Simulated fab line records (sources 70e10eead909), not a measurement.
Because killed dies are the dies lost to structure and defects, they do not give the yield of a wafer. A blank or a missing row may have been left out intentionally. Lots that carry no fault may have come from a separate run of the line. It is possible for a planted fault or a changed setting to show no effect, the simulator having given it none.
fab line records	flow nand_harc
record lots=13	wafers=39	last_day=33
route steps=1302 shown A_CONTACT@1027 END@1302
lots untouched by any fault: they come from a run of this same line in which no faults occurred
start_h: hours from the record's first day to the start of the lot's first wafer shown	wait_h: how many hours have passed since the lot's step before this one	" the same as in the row above	L1.1+2: several wafers, shown together as one row	- either no value or no given start	* or withheld: withheld	< > ~ a bound
route shown NAME@n: names a module that has steps shown in the file, with the first one's number in the route	usual: the fault-free wafers' mean and standard deviation	same: alike in all rows	chamber/n: place in a boat	sites: each site's reading	_std_site: their standard deviation	_edge_site: inner sites' mean taken away from outer sites' mean	radius_mm: for every site, how far away it sits from the centre of the wafer	mask NAME#n: copy n	behind: tool/chamber where the wafer was last shaped	hold: why the lot was held/for how many hours/how that ended	device: names the non-switching transistor (n, p or np)	end of line: the route-end tests of the same wafers	a step given without rows: its recipe and nothing more	killed: the dies lost at the first sort to structure and to defects; this is not the yield of the wafer	map: shows each die of a wafer: x if killed, . if not, _ if none is there
set.NAME: the setting the step ran with; set.NAME@STEP: the setting that earlier step ran with	model.NAME: the simulator's own value behind a step, which no gauge read
one table for each step of the route and one row for each wafer, over a sample of lots
services: when a tool's chamber went out of use (start_h, in hours from the record's first day, below 0 if earlier), for how many hours, and the reason
## steps
# step NHARC_A_CONTACT_DEP_57
# recipe target_thk_a=53000	temp_c=400	material=aC
# usual throttle_valve_pct=34.999/0.0087
lot.wafer	tool	chamber	start_h	wait_h	throttle_valve_pct
L180.2	acl_dep-03	0	512.63	-	34.990
L180.3	"	0	"	"	35.009
L180.4	"	0	"	"	34.995
L181.2	acl_dep-03	0	519.98	-	34.994
L181.3	"	0	"	"	35.007
L181.5	"	0	521.60	-	35.008
L184.2	acl_dep-02	0	556.23	-	34.986
L184.4	"	0	557.31	-	35.004
L184.5	"	0	"	"	35.021
L185.2	acl_dep-03	0	564.70	-	35.000
L185.4	"	0	565.78	-	35.003
L185.5	"	0	"	"	35.000
L187.4	acl_dep-01	0	576.80	-	34.992
L187.5	"	0	"	"	34.995
L187.6	"	0	"	"	34.984
L192.1	acl_dep-01	0	610.70	-	35.016
L192.2	"	0	"	"	34.996
L192.5	"	0	612.86	-	34.981
L193.1	acl_dep-02	0	629.69	-	34.985
L193.2	"	0	"	"	34.994
L193.3	"	0	"	"	34.998
L196.1	acl_dep-02	0	641.51	-	35.009
L196.3	"	0	642.57	-	35.014
L196.4	"	0	"	"	35.003
L194.1	acl_dep-02	0	646.53	-	34.998
L194.3	"	0	647.60	-	34.992
L194.4	"	0	"	"	34.991
L197.1	acl_dep-02	0	692.83	-	35.000
L197.3	"	0	693.91	-	34.987
L197.5	"	0	694.99	-	34.994
L199.1	acl_dep-03	0	696.54	-	34.999
L199.3	"	0	697.61	-	35.006
L199.5	"	0	698.68	-	35.000
L200.1	acl_dep-03	0	705.35	-	34.981
L200.4	"	0	706.95	-	35.002
L200.5	"	0	"	"	35.006
L202.1	acl_dep-02	0	719.77	-	35.012
L202.2	"	0	"	"	35.000
L202.3	"	0	"	"	34.988
# step NHARC_A_CONTACT_OVL_MEAS_70
# usual overlay_x_nm=-0.1/0.78	overlay_y_nm=0.1/0.71
lot.wafer	tool	chamber	start_h	wait_h	overlay_x_nm	overlay_y_nm
L180.2	overlay-01	-	516.01	-	-0.8	-0.1
L180.3	"	-	"	"	-0.6	0.5
L180.4	"	-	"	"	-1.1	-0.2
L181.2	overlay-01	-	523.51	-	0.2	1.0
L181.3	"	-	"	"	-0.1	1.5
L181.5	"	-	"	"	0.2	0.7
L184.2	overlay-02	-	559.78	-	0.3	0.8
L184.4	"	-	"	"	-0.1	1.3
L184.5	"	-	"	"	-0.3	0.8
L185.2	overlay-01	-	568.11	-	-0.8	0.2
L185.4	"	-	"	"	-0.8	-0.4
L185.5	"	-	"	"	-1.0	-0.1
L187.4	overlay-02	-	579.16	-	0.2	-0.2
L187.5	"	-	"	"	0.9	-0.4
L187.6	"	-	"	"	0.6	0.1
L192.1	overlay-02	-	614.89	-	1.0	1.2
L192.2	"	-	"	"	0.5	0.3
L192.5	"	-	"	"	0.0	1.3
L193.1	overlay-02	-	633.56	-	-0.3	0.2
L193.2	"	-	"	"	-0.5	0.7
L193.3	"	-	"	"	0.1	0.6
L196.1	overlay-02	-	645.41	-	0.8	-0.2
L196.3	"	-	"	"	0.2	-0.3
L196.4	"	-	"	"	0.0	0.2
L194.1	overlay-02	-	650.46	-	-0.4	0.7
L194.3	"	-	"	"	-0.2	0.7
L194.4	"	-	"	"	-0.1	0.6
L197.1	overlay-01	-	696.98	-	-0.1	0.1
L197.3	"	-	"	"	0.3	-1.0
L197.5	"	-	"	"	0.4	0.0
L199.1	overlay-01	-	700.46	-	0.6	0.0
L199.3	"	-	"	"	0.5	0.5
L199.5	"	-	"	"	0.1	0.1
L200.1	overlay-02	-	709.37	-	-1.1	0.1
L200.4	"	-	"	"	-0.9	-0.2
L200.5	"	-	"	"	-1.3	-0.1
L202.1	overlay-01	-	723.69	-	-0.8	0.3
L202.2	"	-	"	"	-1.0	-0.4
L202.3	"	-	"	"	-1.2	-0.7
# step NHARC_A_CONTACT_ETCH_125
# recipe source_w=withheld	pressure_mtorr=20	bias_v=3000	time_s=197	target_depth_a=19180	ar_flow_sccm=withheld	c4f8_flow_sccm=withheld	o2_flow_sccm=withheld	chemistry=C4F8/O2/Ar
# usual chamber_pressure_mTorr=19.999/0.017	oes_air_line_au=1.000/0.021
lot.wafer	tool	chamber	start_h	wait_h	chamber_pressure_mTorr	oes_air_line_au	rf_hours_counter_h
L180.2	har_cap_etch-02	1	517.86	0.2	20.006	1.017	87
L180.3	"	1	"	"	19.994	1.000	-
L180.4	"	0	"	"	20.012	1.037	-
L181.2	har_cap_etch-02	1	525.35	0.2	-	-	-
L181.3	"	0	"	"	-	-	-
L181.5	"	0	"	"	-	-	-
L184.2	har_cap_etch-02	1	561.88	0.2	-	-	-
L184.4	"	1	"	"	-	-	-
L184.5	"	1	"	"	-	-	-
L185.2	har_cap_etch-01	0	569.98	0.2	-	-	-
L185.4	"	1	"	"	-	-	-
L185.5	"	0	"	"	-	-	-
L187.4	har_cap_etch-03	0	581.89	0.2	19.986	0.977	-
L187.6	"	0	"	"	19.973	1.010	-
L187.5	"	1	"	"	19.967	0.988	-
L192.1	har_cap_etch-01	0	616.80	0.2	20.000	0.982	24
L192.2	"	1	"	"	19.956	1.019	24
L192.5	"	1	"	"	19.990	0.985	-
L193.1	har_cap_etch-03	0	635.39	0.2	19.988	1.003	66
L193.2	"	1	"	"	19.990	0.995	66
L193.3	"	0	"	"	20.006	1.020	-
L196.1	har_cap_etch-03	0	647.30	0.2	19.998	1.014	68
L196.3	"	0	"	"	20.013	1.001	-
L196.4	"	1	"	"	20.018	0.993	-
L194.1	har_cap_etch-02	0	652.34	0.2	20.005	0.988	113
L194.3	"	1	"	"	20.035	1.000	-
L194.4	"	0	"	"	19.973	0.981	-
L197.1	har_cap_etch-02	0	699.02	0.2	20.009	1.030	119
L197.3	"	1	"	"	20.003	1.044	-
L197.5	"	1	"	"	19.976	1.028	-
L199.1	har_cap_etch-03	0	702.33	0.2	20.008	0.993	77
L199.3	"	1	"	"	19.980	0.989	-
L199.5	"	0	"	"	20.010	0.999	-
L200.1	har_cap_etch-02	0	711.36	0.2	20.002	0.968	122
L200.4	"	1	"	"	19.979	0.994	-
L200.5	"	1	"	"	20.014	0.972	-
L202.1	har_cap_etch-01	1	725.84	0.2	20.021	0.995	44
L202.2	"	0	"	"	19.979	0.997	44
L202.3	"	1	"	"	19.998	0.986	-
# step NHARC_A_CONTACT_ETCH_130
# recipe source_w=withheld	pressure_mtorr=20	bias_v=3000	time_s=197	target_depth_a=19180	ar_flow_sccm=withheld	c4f8_flow_sccm=withheld	o2_flow_sccm=withheld	chemistry=C4F8/O2/Ar
# usual chamber_pressure_mTorr=19.999/0.018	oes_air_line_au=0.998/0.019
lot.wafer	tool	chamber	start_h	wait_h	chamber_pressure_mTorr	oes_air_line_au	rf_hours_counter_h
L180.2	har_cap_etch-02	1	518.74	0.1	19.990	0.955	88
L180.3	"	1	"	"	19.999	1.003	-
L180.4	"	0	"	"	20.008	0.995	-
L181.2	har_cap_etch-02	1	526.23	0.1	20.026	0.977	90
L181.3	"	0	"	"	20.017	0.974	-
L181.5	"	0	"	"	20.014	0.994	-
L184.2	har_cap_etch-02	1	562.76	0.1	20.005	1.003	95
L184.4	"	1	"	"	19.979	0.982	-
L184.5	"	1	"	"	19.978	0.989	-
L185.2	har_cap_etch-01	0	570.86	0.1	19.999	0.999	11
L185.4	"	1	"	"	19.985	1.015	-
L185.5	"	0	"	"	19.973	0.996	-
L187.4	har_cap_etch-03	0	583.07	0.2	20.009	1.005	-
L187.6	"	0	"	"	20.001	1.004	-
L187.5	"	1	"	"	19.996	1.000	-
L192.1	har_cap_etch-01	0	617.98	0.2	20.002	0.996	24
L192.2	"	1	"	"	19.997	0.999	24
L192.5	"	1	"	"	20.004	0.969	-
L193.1	har_cap_etch-03	0	636.27	0.1	19.994	0.995	67
L193.2	"	1	"	"	20.010	0.996	67
L193.3	"	0	"	"	20.002	0.979	-
L196.1	har_cap_etch-03	0	648.48	0.2	19.992	0.981	68
L196.3	"	0	"	"	20.020	1.017	-
L196.4	"	1	"	"	20.034	0.995	-
L194.1	har_cap_etch-02	0	653.22	0.1	20.000	1.004	114
L194.3	"	1	"	"	19.976	0.981	-
L194.4	"	0	"	"	19.982	1.022	-
L197.1	har_cap_etch-02	0	699.90	0.2	20.014	1.019	119
L197.3	"	1	"	"	19.986	0.978	-
L197.5	"	1	"	"	20.040	1.028	-
L199.1	har_cap_etch-03	0	703.21	0.1	19.984	0.975	77
L199.3	"	1	"	"	19.993	1.001	-
L199.5	"	0	"	"	20.007	0.997	-
L200.1	har_cap_etch-02	0	712.25	0.1	19.989	1.014	122
L200.4	"	1	"	"	19.995	0.991	-
L200.5	"	1	"	"	19.975	1.005	-
L202.1	har_cap_etch-01	1	726.72	0.1	20.009	1.023	45
L202.2	"	0	"	"	20.017	1.013	45
L202.3	"	1	"	"	19.999	1.034	-
# step NHARC_END_SORT_01
# recipe temp_c=25
# usual killed_at_array=59/21	killed_at_other=1.0/1.1	killed_at_periphery=4.0/2.6	killed_dies=64/21	killed_open=3.2/1.7	killed_short=2.5/1.5
# same gross_dies=677
lot.wafer	tool	chamber	start_h	wait_h	killed_at_array	killed_at_other	killed_at_periphery	killed_dies	killed_open	killed_short
L181.2	prober-01	0	602.29	2.8	673	1	3	677	2	5
L181.3	prober-01	0	603.10	3.1	673	2	2	677	3	2
L181.5	prober-01	0	604.72	3.7	668	1	8	677	2	2
L184.2	prober-02	0	624.03	2.8	668	0	9	677	4	3
L184.4	prober-02	0	625.62	3.4	672	0	5	677	4	3
L184.5	prober-02	0	626.41	3.7	676	0	1	677	1	5
L185.2	prober-01	0	630.15	2.8	676	0	1	677	5	2
L185.4	prober-01	0	631.74	3.4	674	1	2	677	4	0
L185.5	prober-01	0	632.53	3.7	673	0	4	677	1	3
# killed by level:class
L181.2 A_CONTACT:area_etch=629 A_CHANNEL_HOLE_D1:chamber_film_flake=25 A_CHANNEL_HOLE_D2:chamber_film_flake=9 A_ONON_D2:geometric_particle:short=2 A_STAIRCASE:chamber_film_flake=2 A_SLIT:chamber_film_flake=2 P_CONTACT:geometric_particle:short=1 P_M0:geometric_particle:open=1
L181.3 A_CONTACT:area_etch=618 A_CHANNEL_HOLE_D1:chamber_film_flake=37 A_CHANNEL_HOLE_D2:chamber_film_flake=5 A_STAIRCASE:chamber_film_flake=3 A_CONTACT:chamber_film_flake=3 THIN_TSV:chamber_film_flake=2 P_STI:geometric_particle:short=1 P_GATE:geometric_particle:open=1
L181.5 A_CONTACT:area_etch=621 A_CHANNEL_HOLE_D1:chamber_film_flake=30 A_CHANNEL_HOLE_D2:chamber_film_flake=11 P_M1:chamber_film_flake=3 P_BONDPAD:chamber_film_flake=2 P_CONTACT:geometric_particle:open=1 A_CONTACT:geometric_particle:open=1 A_BLC:geometric_particle:short=1
L184.2 A_CONTACT:area_etch=646 A_CHANNEL_HOLE_D2:chamber_film_flake=11 P_GATE:chamber_film_flake=4 A_WL_FILL:geometric_particle:short=2 P_ZERO_WELL:chamber_film_flake=2 A_CONTACT:chamber_film_flake=2 P_CONTACT:geometric_particle:open=1 P_M0:geometric_particle:short=1
L184.4 A_CONTACT:area_etch=651 A_CHANNEL_HOLE_D2:chamber_film_flake=8 A_CONTACT:chamber_film_flake=5 P_M0:geometric_particle:open=2 A_CONTACT:geometric_particle:open=2 A_ONON_D2:geometric_particle:short=1 A_CHANNEL_HOLE_D2:geometric_particle:short=1 A_WL_FILL:geometric_particle:short=1
L184.5 A_CONTACT:area_etch=640 A_CHANNEL_HOLE_D2:chamber_film_flake=8 A_CONTACT:chamber_film_flake=7 A_CHANNEL_HOLE_D1:chamber_film_flake=5 A_ZERO_WELL:chamber_film_flake=3 A_WL_FILL:chamber_film_flake=3 A_STAIRCASE:chamber_film_flake=2 A_SLIT:chamber_film_flake=2
L185.2 A_CONTACT:area_etch=621 A_SLIT:chamber_film_flake=23 A_CHANNEL_HOLE_D2:chamber_film_flake=12 A_CONTACT:chamber_film_flake=7 A_STAIRCASE:chamber_film_flake=3 A_ONON_D1:geometric_particle:open=2 A_CHANNEL_HOLE_D1:chamber_film_flake=2 A_CHANNEL_HOLE_D1:geometric_particle:short=1
L185.4 A_CONTACT:area_etch=621 A_SLIT:chamber_film_flake=25 A_CHANNEL_HOLE_D2:chamber_film_flake=9 A_CONTACT:chamber_film_flake=5 A_M1:chamber_film_flake=4 A_CHANNEL_HOLE_D1:chamber_film_flake=3 A_M1:geometric_particle:open=2 A_STAIRCASE:chamber_film_flake=2
L185.5 A_CONTACT:area_etch=622 A_SLIT:chamber_film_flake=22 A_CHANNEL_HOLE_D2:chamber_film_flake=8 A_CONTACT:chamber_film_flake=7 A_CHANNEL_HOLE_D1:chamber_film_flake=4 P_GATE:chamber_film_flake=3 A_STAIRCASE:chamber_film_flake=2 A_M1:chamber_film_flake=2
## services
tool	chamber	start_h	hours	kind
acl_dep-01	-	489.15	1.1	repair
har_cap_etch-01	-	497.62	17.0	pm
har_cap_etch-01	0	497.62	17.0	vent_cycle
har_cap_etch-01	1	497.62	17.0	vent_cycle
har_cap_etch-02	-	514.05	0.4	repair
har_cap_etch-01	0	514.62	-	clean
har_cap_etch-01	1	514.62	-	clean
acl_dep-01	-	550.99	13.0	pm
acl_dep-02	-	612.91	13.0	pm
acl_dep-03	-	666.85	13.0	pm
## key
first_sign step=NHARC_A_CONTACT_ETCH_125	reading=tool_record	direction=missing
effect step=NHARC_END_SORT_01	reading=killed_at_array	direction=up	sigmas=29	usual=59	struck=673
more_kills_born_at NHARC_A_CONTACT_ETCH_125@har_cap_etch-02=3805	NHARC_A_CONTACT_ETCH_125@har_cap_etch-01=1864
met_at NHARC_A_CONTACT_ETCH_125
struck_lots L181,L184,L185
later_rows_left_out L181.2,L181.3,L181.5,L184.2,L184.4,L184.5,L185.2,L185.4,L185.5
tester_left_out L181,L184,L185
not_acting_at NHARC_A_CONTACT_DEP_57,NHARC_A_CONTACT_OVL_MEAS_70,NHARC_A_CONTACT_ETCH_130
onset_between 517.86 525.35
fault kind=skipped_step_whole	tool=har_cap_etch-01,har_cap_etch-02	chamber=-	onset_h=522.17	steps=NHARC_A_CONTACT_ETCH_125	scope=struck_lots_only
# tester_left_out: of these lots the tester's yield and bins aren't shown, on N5 and GAA mostly nor the transistor test; their killed dies are dies lost to structure and defects alone, not to doping, threshold or leakage, so they don't give the yield
# later_rows_left_out: the simulator's readings of these wafers behind a module that went badly wrong aren't trusted and aren't shown, but for the sort
